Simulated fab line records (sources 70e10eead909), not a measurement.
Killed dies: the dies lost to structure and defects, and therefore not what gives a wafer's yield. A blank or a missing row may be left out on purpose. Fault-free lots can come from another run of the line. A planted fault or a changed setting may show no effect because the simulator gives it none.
One fault through the eyes of 2 desks -- flow nand-harc -- each desk has only its own numbers; what lay behind them comes last

== FOR THE TOOL OWNER'S DESK: pecvd-onon-04 ==
The tool's own readings at NHARC_A_ONON_D1_DEP_22 (target thk 1000 nm): means of the sampled wafers that have a number, for each lot that ran on this tool. The brackets show how far a lot's mean lies from the usual mean; more than 4 standard deviations puts the lot out of limits, marked OUT.
Columns: A = n2o-flow-sccm at NHARC_A_ONON_D1_DEP_22, usual 2002 sccm; B = sih4-flow-sccm at NHARC_A_ONON_D1_DEP_22, usual 210.0 sccm
lot,first seen here,A,B
L486,day 8 18:07,2002,210.2
L490,day 9 23:38,2006,209.1
L504,day 13 03:44,2395 (+69) OUT,209.6
L505,day 13 22:08,2400 (+70) OUT,210.9
This desk's finding: out of limits on L504, L505; first on L504, day 13 03:44 (n2o-flow-sccm at NHARC_A_ONON_D1_DEP_22). In limits: L486, L490.

== AT THE METROLOGY DESK ==
What the gauges read for every lot (on any tool): the sampled wafers with a number, averaged. The brackets show how far a lot's mean lies from the usual mean; more than 4 standard deviations puts the lot out of limits, marked OUT.
Columns: A = cd-nm at NHARC_P_BONDPAD_CD_MEAS_09, usual 499.8 nm; B = thk-nm at NHARC_A_ONON_D1_THK_MEAS_05, usual 1003 nm; C = thk-nm at NHARC_A_ONON_D1_THK_MEAS_30, usual 995 nm
lot,first seen here,A,B,C
L483,day 6 09:01,498.8,991,988
L484,day 6 23:16,502.7,1009,1003
L486,day 7 01:15,498.0,999,1008
L487,day 7 10:52,501.7,1002,997
L488,day 7 23:12,501.8,1000,1006
L489,day 8 04:19,501.7,999,998
L490,day 8 04:41,498.5,1010,983
L491,day 8 09:07,500.0,977,995
L493,day 8 14:20,501.2,1011,998
L492,day 8 18:09,498.4,998,997
L496,day 9 17:30,499.1,1004,1004
L497,day 10 02:20,495.6,1000,1001
L504,day 11 14:33,501.5,1016,990
L505,day 12 04:35,500.7,995,1017
Finding of this desk: none of the 14 lots has anything out of limits.

== TAKEN TOGETHER ==
An alarm could have come from the tool owner's desk at day 13 03:44, on L504, L505.
Nothing out of limits was seen by the metrology desk.
The metrology desk has L504, L505 on record, within its limits.
All the named lots went through NHARC_A_ONON_D1_DEP_22 on pecvd-onon-04.

== WHAT WAS PUT IN BY THE SIMULATOR ==
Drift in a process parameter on pecvd-onon-04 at NHARC_A_ONON_D1_DEP_22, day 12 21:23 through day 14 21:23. Setting n2o-flow-sccm shifted by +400 from 2000. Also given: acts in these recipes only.
Shown lots that were struck: L504, L505.
Time in hours from fault onset to the first out-of-limits reading at each desk: the tool owner's desk, 6.
